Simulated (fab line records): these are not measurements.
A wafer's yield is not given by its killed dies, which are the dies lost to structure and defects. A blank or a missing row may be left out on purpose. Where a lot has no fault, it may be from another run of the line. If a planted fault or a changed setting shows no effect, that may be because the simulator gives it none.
Matching of chambers    flow nand_harc    NHARC_A_STAIRCASE_DEP_151 on pecvd-03: 3 sister chambers
The step deposits SiO2, target thk 3800 nm. 3 wafers are shown with their chamber, then 8 later ones without.

WAFERS WITH THEIR CHAMBER
wafer   chamber  heater_power_w (W)
L090.4  2        646
L090.5  0        478
L092.4  1        718

WAFERS MISSING THEIR CHAMBER
wafer   heater_power_w (W)
L092.5  644
L092.6  464
L091.2  741
L091.4  715
L091.5  450
L096.1  575
L096.4  463
L096.6  648

EACH ONE'S CHAMBER
wafer    from the rows above       in truth
L092.5   2                         2
L092.6   0                         0
L091.2   1                         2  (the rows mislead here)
L091.4   1                         1
L091.5   0                         0
L096.1   can't be placed: 2 or 0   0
L096.4   0                         0
L096.6   2                         2
Correctly placed: 6 of 8. Not placeable from these rows: 1 (in 1, the candidates include the true chamber). Number placed wrongly: 1.
How it was worked out, from the rows above alone: a wafer's distance from a chamber is the root of the sum, over the readings, of the square of ((its reading less the chamber's mean) divided by the reading's scatter). The wafer belongs to the nearest chamber; if the next one is less than 2 further off, it can't be placed. The mean given for a chamber averages the wafers shown for that chamber. The scatter: with one shown wafer a chamber, the root of the mean of the squares of how far each hidden wafer lies from its nearest shown one.
